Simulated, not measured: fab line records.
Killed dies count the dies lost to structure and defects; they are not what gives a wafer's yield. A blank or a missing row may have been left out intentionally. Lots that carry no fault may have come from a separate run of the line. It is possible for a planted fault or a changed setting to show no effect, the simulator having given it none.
What tool caused it? ; flow n5-finfet ; 11 lots with 30 wafers sampled at 4 steps, on a route of 1938 steps

== WHAT THE GAUGES SHOWED, per wafer ==
N5_BEOL_M6_THK_MEAS_53: measures by xrf.
lot;measured;on;M6_THK (nm)
L841;day 8 21:59;film-metro-02;77.1 78.5 79.5
L847;day 9 19:59;film-metro-01;76.9 74.6
L849;day 10 06:32;film-metro-02;78.2 78.6
L852;day 11 11:56;film-metro-01;78.9 79.3
L854;day 11 21:29;film-metro-01;79.1 81.2 79.8
L856;day 12 09:53;film-metro-01;78.4 78.7 77.5
L857;day 12 13:28;film-metro-01;78.6 80.3 79.8
L860;day 13 06:02;film-metro-02;79.9 80.8 79.2
L859;day 13 13:54;film-metro-02;78.5 78.8 78.6
L861;day 13 20:31;film-metro-02;75.5 78.5 76.0
L864;day 15 03:10;film-metro-02;80.3 81.1 79.1

== WHAT TOOL EACH LOT RAN ON (gives the tool, then ch and the chambers of the sampled wafers, and finally the start) ==
lot;N5_BEOL_M6_PECVD_70;N5_BEOL_M6_ETCH_65;N5_BEOL_M6_CMP_52
L841;pecvd-01 ch 0,1,2, day 8 11:12;rie-diel-02 ch 1,2, day 8 18:13;cmp-02 ch 1,2,3, day 8 21:44
L847;pecvd-01 ch 1, day 9 13:27;rie-diel-03 ch 2, day 9 16:48;cmp-02 ch 1,3, day 9 19:49
L849;pecvd-01 ch 1, day 10 01:44;rie-diel-02 ch 0,2, day 10 03:56;cmp-04 ch 2, day 10 06:17
L852;pecvd-01 ch 0,1, day 11 05:24;rie-diel-03 ch 3, day 11 08:25;cmp-02 ch 2, day 11 11:40
L854;pecvd-03 ch 1,2, day 11 13:49;rie-diel-01 ch 0,1, day 11 18:40;cmp-02 ch 0,2,3, day 11 21:16
L856;pecvd-03 ch 0,1, day 12 02:04;rie-diel-02 ch 1,2, day 12 06:13;cmp-02 ch 0,1, day 12 09:35
L857;pecvd-03 ch 0,1,2, day 12 07:32;rie-diel-01 ch 1,2,3, day 12 10:38;cmp-02 ch 1,2,3, day 12 13:14
L860;pecvd-03 ch 0,2, day 13 00:56;rie-diel-03 ch 0,1,2, day 13 02:44;cmp-04 ch 1,2,3, day 13 05:44
L859;pecvd-03 ch 0,1,2, day 13 07:32;rie-diel-02 ch 1,2, day 13 10:20;cmp-03 ch 1,2, day 13 13:36
L861;pecvd-04 ch 0,2, day 13 11:17;rie-diel-03 ch 2,3, day 13 17:21;cmp-02 ch 0,3, day 13 20:13
L864;pecvd-01 ch 1,2, day 14 16:52;rie-diel-03 ch 1,3, day 14 22:41;cmp-04 ch 1,2,3, day 15 02:57
- N5_BEOL_M6_PECVD_70: deposits SiO2 from TEOS/O2, target thk 20 nm, time 22.7 s.
- N5_BEOL_M6_ETCH_65: etches SiARC in CF4, target depth 15.6 nm, time 26 s.
- N5_BEOL_M6_CMP_52: polishes, stops on SiCOH lowk, t overpolish 6.9 s, target thk 80 nm.

== THE ANSWER, worked out from the rows above alone ==
Rule: the usual values come from the lots themselves. The widest of any qualifying gaps counts: lots, ordered by their means at a reading, are off when they make up no more than a third of the lots, leave a main group of 4 or more, and stand apart from it by 3 or more times the standard deviation of that group's means. If all means in a main group match to the digits the tables above print for the reading, that group is not used. Also off: a lot with no number at a reading for which 4 or more lots have one. The other lots that the step has rows for count as sound.
No lot is off on any of the readings shown, so nothing can be concluded from this.

== WHAT THE SIMULATOR HAD PUT IN ==
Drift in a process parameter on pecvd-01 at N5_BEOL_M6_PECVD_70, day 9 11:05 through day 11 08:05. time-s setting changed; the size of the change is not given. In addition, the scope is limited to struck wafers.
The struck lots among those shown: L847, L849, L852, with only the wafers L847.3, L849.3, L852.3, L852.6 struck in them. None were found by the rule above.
